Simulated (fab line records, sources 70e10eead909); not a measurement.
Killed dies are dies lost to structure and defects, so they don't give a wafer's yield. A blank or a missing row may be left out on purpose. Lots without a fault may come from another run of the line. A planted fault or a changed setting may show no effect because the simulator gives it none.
A struck lot beside a sound one | flow nand_harc | 32 steps out of a route of 1302
Sound: wafers L238.2, L238.3, L238.4. Struck: wafer L242.1. The cause comes at the end.
At each step with rows: each side's tool, then ch and its chambers, then its first start. Under that, the readings that differ: sound wafers | struck wafers | difference of the means | sigmas: that difference in standard deviations of wafers without a fault.
alike: readings whose means differ by less than 2 such deviations, and words and numbers that are the same on both sides. not compared: withheld readings, readings that some wafer has no value for, bounds like >300 that may hide the same value, and numbers for which the record gives no deviation and whose values overlap.
The two part at a step that has a row with sigmas, a row that says differs or no value, or rows on one side only. Numbers that don't overlap but have no deviation are shown without sigmas and don't part them. A reading that every wafer of one side lacks parts them only if that side has two wafers or more.

first, 3 steps without rows for these wafers: NHARC_A_CHANNEL_HOLE_D1_STRIP_27 (strips in O2); NHARC_A_CHANNEL_HOLE_D1_PRECLEAN_28 (cleans in SC1); NHARC_A_CHANNEL_HOLE_D1_SRD_29.
NHARC_A_CHANNEL_HOLE_D1_CD_MEAS_30:
  sound on cd_sem-03, day 9 10:02; struck on cd_sem-02, day 11 07:16
  alike: cd_nm
NHARC_A_CHANNEL_HOLE_D1_XSEM_31:
  sound on xsem-02 ch 0, day 9 10:07; struck on xsem-02 ch 0, day 11 07:22
  alike: bot_cd_nm, bow_nm, tilt_deg
NHARC_A_CHANNEL_HOLE_D1_INSPECT_40:
  sound on defect_inspect-02, day 9 10:13; struck on defect_inspect-01, day 11 07:28
  alike: raw_defect_count
then, 5 steps without rows for these wafers: NHARC_A_CHANNEL_FILL_D1_PRECLEAN_00 (cleans in SC1); NHARC_A_CHANNEL_FILL_D1_SRD_01; NHARC_A_CHANNEL_FILL_D1_ALD_02 (deposits SiO2, target thk 6 nm, pulse time 10 s, ald cycles 60); NHARC_A_CHANNEL_FILL_D1_ALD_03 (deposits SiNx, target thk 6 nm, pulse time 60 s, ald cycles 58); NHARC_A_CHANNEL_FILL_D1_ALD_14 (deposits SiO2, target thk 2.5 nm, pulse time 10 s, ald cycles 25).
NHARC_A_CHANNEL_FILL_D1_ALD_15: deposits SiNx, target thk 2 nm, pulse time 60 s, ald cycles 19.
  sound on ald_sin_batch-02 ch 0; struck on ald_sin_batch-01 ch 0
  alike: precursor_pulse_height_rel
NHARC_A_CHANNEL_FILL_D1_ALD_16: deposits SiO2, target thk 1.5 nm, pulse time 10 s, ald cycles 15.
  sound on ald_hk-01 ch 0,1,2, day 9 21:18; struck on ald_hk-03 ch 2, day 11 19:52
  alike: heater_power_outer_w, heater_power_w, precursor_pulse_height_rel
then, 9 steps without rows for these wafers: NHARC_A_CHANNEL_FILL_D1_ANNEAL_17 (time 1800 s); NHARC_A_CHANNEL_FILL_D1_CVD_18 (deposits poly-Si, target thk 3 nm); NHARC_A_CHANNEL_FILL_D1_ETCHBACK_19 (etches the open film in HBr/Cl2, target depth 5 nm, time 1.7 s); NHARC_A_CHANNEL_FILL_D1_ETCHBACK_20 (etches the open film in C4F8/O2/Ar, target depth 27 nm, time 13.5 s); NHARC_A_CHANNEL_FILL_D1_STRIP_28 (strips in O2, time 20 s); NHARC_A_CHANNEL_FILL_D1_PRECLEAN_21 (cleans in dHF, time 30 s); NHARC_A_CHANNEL_FILL_D1_SRD_23; NHARC_A_CHANNEL_FILL_D1_CVD_05 (deposits poly-Si, target thk 5 nm); NHARC_A_CHANNEL_FILL_D1_ANNEAL_22 (time 7200 s).
NHARC_A_CHANNEL_FILL_D1_ALD_25: deposits SiOx, target thk 60 nm, pulse time 10 s, ald cycles 600.
  sound on ald_hk-04 ch 1,2,3, day 11 02:36; struck on ald_hk-03 ch 0, day 12 20:54
  alike: heater_power_outer_w, heater_power_w, precursor_pulse_height_rel
then, 1 step without rows for these wafers: NHARC_A_CHANNEL_FILL_D1_ETCHBACK_08 (etches the open film in C4F8, target depth 220 nm, time 110 s).
NHARC_A_CHANNEL_FILL_D1_STRIP_29: strips in O2, time 20 s.
  sound on rie_diel-13 ch 1,2,3; struck on rie_diel-10 ch 3
  reading      | sound          | struck | difference | sigmas
  rf_vpp_V (V) | 57.9 59.1 57.7 | 56.3   | -1.9       | -2
  alike: drypump_motor_current_A, o2_flow_sccm, oes_product_au, showerhead_plenum_p_Torr, throttle_valve_pct
  not compared: rf_hours_counter_h
then, 5 steps without rows for these wafers: NHARC_A_CHANNEL_FILL_D1_PRECLEAN_30 (cleans in dHF, time 30 s); NHARC_A_CHANNEL_FILL_D1_SRD_31; NHARC_A_CHANNEL_FILL_D1_CVD_09 (deposits poly-Si, target thk 150 nm, time 3000 s); NHARC_A_CHANNEL_FILL_D1_CMP_10 (polishes, target thk 150 nm); NHARC_A_CHANNEL_FILL_D1_SRD_12.
NHARC_A_DECK1_JOINT_ETCHBACK_07: etches the open film in HBr, target depth 105 nm, time 26.9 s.
  sound on rie_si-05 ch 0,2,3, day 11 13:55; struck on rie_si-04 ch 2, day 13 10:50
  reading | sound | struck                   | difference                   | sigmas
  hold    | - - - | await_dispo/3.0h/release | no value on the sound wafers |
  alike: drypump_motor_current_A, oes_product_au, throttle_valve_pct
  not compared: rf_hours_counter_h
-- the record jumps here: 15 days lie between the struck wafers' starts before and after (it left off in module A_DECK1_JOINT and takes up again in module END, whose first step shown is number 1302 of the route) --
NHARC_END_SORT_01:
  the record has rows for the struck wafers here (prober-01 ch 0, day 28 13:34) and none for the sound ones

WHERE THEY PART
First at NHARC_A_CHANNEL_FILL_D1_STRIP_29; last, within this record, at NHARC_END_SORT_01.

WHY: what the simulator had put in
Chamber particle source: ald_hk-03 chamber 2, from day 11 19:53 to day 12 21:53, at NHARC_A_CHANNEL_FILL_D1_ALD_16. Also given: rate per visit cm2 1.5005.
